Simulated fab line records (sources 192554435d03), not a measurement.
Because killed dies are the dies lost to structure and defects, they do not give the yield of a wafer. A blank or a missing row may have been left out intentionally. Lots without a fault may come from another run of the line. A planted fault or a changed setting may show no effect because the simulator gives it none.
Chamber matching ; flow n5-finfet ; N5_FIN_CUT_CUT_ETCH_28 on rie-si-06: 4 sister chambers
The step etches Si in HBr/Cl2/O2, target depth 6 nm, time 2.4 s. 4 wafers are shown with their chamber, then 8 later ones without.

== WAFERS PAIRED WITH THEIR CHAMBERS ==
wafer;chamber;throttle-valve-pct (%)
L087.1;2;37.2
L087.2;3;36.9
L087.5;0;36.8
L090.4;1;36.9

== WAFERS WITH NO CHAMBER GIVEN ==
wafer;throttle-valve-pct (%)
L090.5;36.9
L090.6;36.8
L095.2;36.8
L095.3;36.9
L095.6;36.9
L097.1;36.9
L097.2;37.1
L097.4;37.1

== CHAMBER TAKEN BY EACH ==
wafer;from the rows above;in truth
L090.5;can't be placed: 1 or 3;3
L090.6;0;0
L095.2;0;0
L095.3;can't be placed: 1 or 3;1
L095.6;can't be placed: 1 or 3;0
L097.1;can't be placed: 1 or 3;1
L097.2;2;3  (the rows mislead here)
L097.4;2;2
Correct placement for 3 of the 8. From these rows, 4 cannot be placed; in 3 the true chamber is one of the candidates. 1 placed wrongly.
How it was worked out, from the rows above alone: a wafer's distance from a chamber is the root of the sum, over the readings, of the square of ((its reading less the chamber's mean) divided by the reading's scatter). If the next closest chamber is less than 2 further off than the closest, the wafer can't be placed; otherwise it belongs to the closest. A chamber's mean is the mean of its shown wafers. The scatter: with one shown wafer a chamber, the root of the mean of the squares of how far each hidden wafer lies from its nearest shown one.
